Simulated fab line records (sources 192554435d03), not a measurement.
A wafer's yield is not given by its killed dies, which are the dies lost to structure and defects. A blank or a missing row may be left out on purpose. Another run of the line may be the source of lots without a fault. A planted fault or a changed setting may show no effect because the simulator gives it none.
Split-lot study + flow n5-finfet + 21 wafers read from 7 lots, route of 1938 steps

SPLIT DETAILS
At N5_BEOL_M1_HM_DEP_02 (deposits TiN, target thk 20 nm), the setting target-thk-a was moved away from the recipe's 200 angstrom on 10 of the 21 wafers read, by -12.7% to +10.1%. All remaining wafers had this setting at the recipe value.

FROM THE SPLIT TO THE READING: what the file shows between them, 4 steps
- N5_BEOL_M1_COAT_61: time 60 s, resist thk 60 nm
- N5_BEOL_M1_COAT_62: time 60 s, resist thk 12 nm
- N5_BEOL_M1_STRIP_75: strips in N2/H2
- N5_BEOL_M1_STRIP_66: strips in CF4

THE READING
etch.depth-nm (the simulator's own value, which no gauge read), in nm, at N5_BEOL_M1_HM_OPEN_17 (chemistry Cl2/BCl3, target TiN, target depth 20 nm, overetch 6 nm). The file gives no usual value for it. Across the 11 wafers here that went through the recipe, the average is 19.83 nm and the standard deviation 0.31 nm.

| wafer  | tool, chamber at the split | target-thk-a as run, angstrom | against the recipe | etch.depth-nm, nm | against lot-mates on the recipe |
|--------|----------------------------|-------------------------------|--------------------|-------------------|---------------------------------|
| L078.2 | pvd-sputter-01, -          | 188.7                         | -5.7%              | 19.05             | -1.17                           |
| L078.4 | pvd-sputter-01, -          | 188.7                         | -5.7%              | 18.82             | -1.40                           |
| L078.5 | pvd-sputter-01, -          | 200                           | recipe             | 20.22             | -                               |
| L080.1 | pvd-sputter-03, -          | 200                           | recipe             | 20.05             | -                               |
| L080.4 | pvd-sputter-03, -          | 200                           | recipe             | 20.12             | -                               |
| L080.6 | pvd-sputter-03, -          | 211.8                         | +5.9%              | 21.35             | +1.27                           |
| L083.2 | pvd-sputter-03, -          | 181.6                         | -9.2%              | 17.9              | -1.95                           |
| L083.3 | pvd-sputter-03, -          | 181.6                         | -9.2%              | 17.97             | -1.88                           |
| L083.6 | pvd-sputter-03, -          | 200                           | recipe             | 19.85             | -                               |
| L084.1 | pvd-sputter-03, -          | 174.6                         | -12.7%             | 17.19             | -2.27                           |
| L084.3 | pvd-sputter-03, -          | 174.6                         | -12.7%             | 17.05             | -2.41                           |
| L084.4 | pvd-sputter-03, -          | 200                           | recipe             | 19.46             | -                               |
| L087.3 | pvd-sputter-03, -          | 220.2                         | +10.1%             | 21.92             | no lot-mate on the recipe       |
| L087.4 | pvd-sputter-03, -          | 220.2                         | +10.1%             | 21.93             | no lot-mate on the recipe       |
| L087.6 | pvd-sputter-03, -          | 220.2                         | +10.1%             | 21.89             | no lot-mate on the recipe       |
| L095.1 | pvd-sputter-01, -          | 200                           | recipe             | 20.03             | -                               |
| L095.3 | pvd-sputter-01, -          | 200                           | recipe             | 19.88             | -                               |
| L095.6 | pvd-sputter-01, -          | 200                           | recipe             | 20.17             | -                               |
| L097.4 | pvd-sputter-03, -          | 200                           | recipe             | 19.38             | -                               |
| L097.5 | pvd-sputter-03, -          | 200                           | recipe             | 19.54             | -                               |
| L097.6 | pvd-sputter-03, -          | 200                           | recipe             | 19.39             | -                               |

FIT RESULTS
A straight line over all 21 wafers: etch.depth-nm changes by +0.208 nm for each +1% of target-thk-a; r = +0.98; the points scatter about the line by 0.26 nm.
The same after taking each lot's own level away (the mean of its wafers on the recipe; 18 wafers): +0.197 nm for each +1%; r = +0.99; scatter 0.12 nm.
Per that fit: largest target-thk-a move, reading shift of 2.5 nm.
The lots' own levels span 19.437 to 20.220 nm, that is 2.5 times the standard deviation above.
Consequently the slope shifts little with the lot-to-lot level, the two slopes agreeing.
Check: with one of the wafers moved furthest among these (-12.7%) left out of the fit, the line predicts -2.6 nm for it against its lot-mates. It came out at -2.27 nm against them.

THE WHOLE CHAIN: every reading that the file lists as answering this split, in the file's order
| step                  | what it does                                                      | reading                                                                          | change (the file's fit)               | r (the file's) |
|-----------------------|-------------------------------------------------------------------|----------------------------------------------------------------------------------|---------------------------------------|----------------|
| N5_BEOL_M1_HM_DEP_02  | deposits TiN, target thk 20 nm                                    | TiN_of_BEOL_M1_HM_DEP_02.thk-nm (the simulator's own value, which no gauge read) | +0.197 nm for each +1% of the setting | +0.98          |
| N5_BEOL_M1_HM_OPEN_17 | chemistry Cl2/BCl3, target TiN, target depth 20 nm, overetch 6 nm | etch.depth-nm (the simulator's own value, which no gauge read)                   | +0.199 nm for each +1% of the setting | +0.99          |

FILE'S OWN FIT
etch.depth-nm changes by +0.199 nm for each +1% of target-thk-a, r = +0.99.
